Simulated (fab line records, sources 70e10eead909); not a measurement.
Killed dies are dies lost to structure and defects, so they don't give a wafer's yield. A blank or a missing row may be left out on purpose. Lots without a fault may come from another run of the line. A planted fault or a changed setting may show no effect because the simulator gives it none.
Chamber matching | flow nand_harc | NHARC_P_CONTACT_ALD_22 on ald_metal-03: 4 sister chambers
The step deposits TiN, target thk 3 nm, pulse time 1 s, ald cycles 150. 8 wafers are shown with their chamber, then 7 later ones without.

WAFERS WITH THEIR CHAMBER
wafer  | chamber | heater_power_w (W) | precursor_pulse_height_rel
L386.1 | 0       | 1144               | 0.976
L398.5 | 2       | 1001               | 1.009
L402.2 | 2       | 1006               | 1.016
L403.1 | 0       | 1096               | 1.014
L403.3 | 3       | 890                | 1.022
L403.6 | 1       | 1152               | 1.003
L404.2 | 1       | 1109               | 0.995
L404.3 | 3       | 894                | 0.992

WAFERS WITHOUT THEIR CHAMBER
wafer  | heater_power_w (W) | precursor_pulse_height_rel
L404.4 | 1070               | 0.998
L405.3 | 1139               | 1.001
L405.5 | 1091               | 1.004
L405.6 | 914                | 0.993
L406.1 | 911                | 1.008
L406.5 | 881                | 0.988
L406.6 | 970                | 0.998

WHICH CHAMBER EACH WENT THROUGH
wafer  | from the rows above          | in truth
L404.4 | can't be placed: 0 or 1 or 2 | 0
L405.3 | can't be placed: 1 or 0      | 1
L405.5 | can't be placed: 0 or 1      | 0
L405.6 | 3                            | 3
L406.1 | 3                            | 3
L406.5 | 3                            | 3
L406.6 | can't be placed: 2 or 3      | 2
Placed correctly: 3 of 7. Can't be placed from these rows: 4 (the true chamber is among the candidates in 4). Placed wrongly: 0.
How it was worked out, from the rows above alone: a wafer's distance from a chamber is the root of the sum, over the readings, of the square of ((its reading less the chamber's mean) divided by the reading's scatter). The wafer belongs to the nearest chamber; if the next one is less than 2 further off, it can't be placed. A chamber's mean is the mean of its shown wafers. The scatter: the root of (the sum of the squares of (reading less its chamber's mean) over the shown wafers, divided by (wafers less chambers)).
